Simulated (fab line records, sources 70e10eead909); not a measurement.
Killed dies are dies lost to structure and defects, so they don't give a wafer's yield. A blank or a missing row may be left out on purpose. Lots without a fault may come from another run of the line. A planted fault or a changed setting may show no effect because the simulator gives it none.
Which tool did it? | flow nand_harc | 24 lots, 72 wafers sampled, at 3 steps of a route of 1302

WHAT THE GAUGES READ, wafer by wafer
NHARC_A_CONTACT_INSPECT_23.
lot  | measured     | on                | raw_defect_count
L075 | day 22 09:59 | defect_inspect-01 | 606 636 604
L074 | day 23 02:06 | defect_inspect-02 | 475 550 500
L077 | day 23 12:38 | defect_inspect-02 | 800 663 493
L078 | day 23 19:07 | defect_inspect-01 | 418 443 509
L079 | day 23 19:38 | defect_inspect-01 | 572 679 699
L076 | day 24 00:08 | defect_inspect-02 | 537 630 476
L080 | day 24 16:43 | defect_inspect-02 | 360 287 390
L082 | day 25 23:19 | defect_inspect-02 | 758 862 767
L081 | day 26 03:05 | defect_inspect-01 | 466 536 383
L083 | day 26 12:08 | defect_inspect-02 | 473 519 485
L084 | day 27 13:38 | defect_inspect-01 | 503 857 610
L086 | day 27 15:15 | defect_inspect-02 | 375 552 508
L085 | day 27 19:21 | defect_inspect-01 | 308 479 642
L087 | day 27 21:08 | defect_inspect-02 | 324 377 395
L088 | day 28 02:48 | defect_inspect-01 | 625 451 506
L089 | day 28 04:32 | defect_inspect-02 | 564 493 402
L091 | day 29 18:56 | defect_inspect-01 | 396 506 382
L090 | day 29 23:19 | defect_inspect-01 | 528 495 872
L092 | day 30 01:22 | defect_inspect-02 | 507 507 1107
L093 | day 30 17:52 | defect_inspect-02 | 412 509 443
L095 | day 30 23:23 | defect_inspect-02 | 446 640 410
L094 | day 31 01:01 | defect_inspect-01 | 639 477 772
L096 | day 31 11:50 | defect_inspect-01 | 627 515 662
L097 | day 32 06:55 | defect_inspect-01 | 611 589 566

WHICH TOOL RAN EACH LOT (tool, then ch and the chambers of the sampled wafers, then the start)
lot  | NHARC_A_CONTACT_ETCH_134             | NHARC_A_CONTACT_ALD_18
L075 | har_cap_etch-02 ch 0,1, day 22 05:29 | ald_metal-04 ch 0,2,3, day 22 08:31
L074 | har_cap_etch-01 ch 0,1, day 22 21:40 | ald_metal-02 ch 1,3, day 23 00:37
L077 | har_cap_etch-02 ch 0,1, day 23 08:06 | ald_metal-02 ch 0,1, day 23 11:09
L078 | har_cap_etch-02 ch 0,1, day 23 14:31 | ald_metal-01 ch 0,2,3, day 23 17:36
L079 | har_cap_etch-03 ch 0,1, day 23 15:09 | ald_metal-02 ch 0,3, day 23 18:08
L076 | har_cap_etch-02 ch 0,1, day 23 19:30 | ald_metal-01 ch 2,3, day 23 22:32
L080 | har_cap_etch-02 ch 0,1, day 24 12:15 | ald_metal-04 ch 1,3, day 24 15:15
L082 | har_cap_etch-02 ch 0,1, day 25 18:37 | ald_metal-04 ch 2,3, day 25 21:47
L081 | har_cap_etch-01 ch 0,1, day 25 22:28 | ald_metal-01 ch 0,1,2, day 26 01:37
L083 | har_cap_etch-03 ch 0,1, day 26 07:34 | ald_metal-04 ch 1,2,3, day 26 10:42
L084 | har_cap_etch-01 ch 0,1, day 27 09:12 | ald_metal-02 ch 0,2,3, day 27 12:11
L086 | har_cap_etch-02 ch 0,1, day 27 10:33 | ald_metal-04 ch 0,2,3, day 27 13:49
L085 | har_cap_etch-03 ch 1, day 27 14:34   | ald_metal-02 ch 2,3, day 27 17:49
L087 | har_cap_etch-03 ch 0,1, day 27 16:37 | ald_metal-02 ch 0,2, day 27 19:37
L088 | har_cap_etch-01 ch 0,1, day 27 22:01 | ald_metal-02 ch 0,3, day 28 01:18
L089 | har_cap_etch-02 ch 0,1, day 27 23:42 | ald_metal-04 ch 0,3, day 28 03:04
L091 | har_cap_etch-03 ch 0,1, day 29 14:31 | ald_metal-02 ch 0,3, day 29 17:28
L090 | har_cap_etch-02 ch 0,1, day 29 18:22 | ald_metal-01 ch 2,3, day 29 21:49
L092 | har_cap_etch-03 ch 0, day 29 20:52   | ald_metal-04 ch 1,2, day 29 23:52
L093 | har_cap_etch-03 ch 0,1, day 30 12:52 | ald_metal-02 ch 1,2,3, day 30 16:22
L095 | har_cap_etch-02 ch 0,1, day 30 18:52 | ald_metal-01 ch 1,2,3, day 30 21:53
L094 | har_cap_etch-03 ch 0,1, day 30 20:27 | ald_metal-04 ch 0,2, day 30 23:28
L096 | har_cap_etch-03 ch 0,1, day 31 07:21 | ald_metal-02 ch 0,1,3, day 31 10:21
L097 | har_cap_etch-02 ch 0,1, day 32 02:23 | ald_metal-04 ch 0,1,3, day 32 05:27
- NHARC_A_CONTACT_ETCH_134: etches the open film in C4F8/O2/Ar, time 140 s, target depth 700 nm.
- NHARC_A_CONTACT_ALD_18: deposits TiN, target thk 3 nm, pulse time 1 s, ald cycles 150.

WHAT THE TOOLS THEMSELVES READ (means of the sampled wafers that have a number; where no wafer has one, the mark that the record gives instead)
NHARC_A_CONTACT_ALD_18.
lot  | tool         | heater_power_w (W) | precursor_pulse_height_rel
L075 | ald_metal-04 | 1087               | 1.001
L074 | ald_metal-02 | 1152               | 0.988
L077 | ald_metal-02 | 1152               | 0.986
L078 | ald_metal-01 | 994                | 1.016
L079 | ald_metal-02 | 1167               | 1.013
L076 | ald_metal-01 | 1043               | 1.001
L080 | ald_metal-04 | 1138               | 0.995
L082 | ald_metal-04 | 1076               | 1.016
L081 | ald_metal-01 | 1073               | 0.992
L083 | ald_metal-04 | 1093               | 1.003
L084 | ald_metal-02 | 1163               | 0.979
L086 | ald_metal-04 | 1094               | 0.999
L085 | ald_metal-02 | 1103               | 1.007
L087 | ald_metal-02 | 1160               | 1.001
L088 | ald_metal-02 | 1185               | 1.005
L089 | ald_metal-04 | 1178               | 0.991
L091 | ald_metal-02 | 1167               | 1.008
L090 | ald_metal-01 | 1001               | 1.012
L092 | ald_metal-04 | 1038               | 0.998
L093 | ald_metal-02 | 1100               | 0.988
L095 | ald_metal-01 | 1021               | 1.017
L094 | ald_metal-04 | 1088               | 1.005
L096 | ald_metal-02 | 1138               | 0.991
L097 | ald_metal-04 | 1125               | 0.996

THE ANSWER, worked out from the rows above alone
Rule: what is usual is taken from the lots themselves. Put in order of their means at a reading, lots are off if they are a third of the lots or fewer, leave a main group of 4 or more, and stand apart from it by a gap of 3 or more times the standard deviation of the main group's means; of several such gaps the widest counts. A main group whose means are all the same, to the digits that the tables above print for the reading, isn't used. A lot without any number at a reading at which 4 lots or more have one is off too. The other lots that the step has rows for count as sound. The gauges are gone through in route order, then the tools' own readings, and for those a lot's mean is taken as printed above. The first step at which some lot is off is used, and at that step the reading that is off furthest; a lot without a number counts as furthest.
No lot is off at any reading shown: from this, nothing can be told.

WHAT THE SIMULATOR HAD PUT IN
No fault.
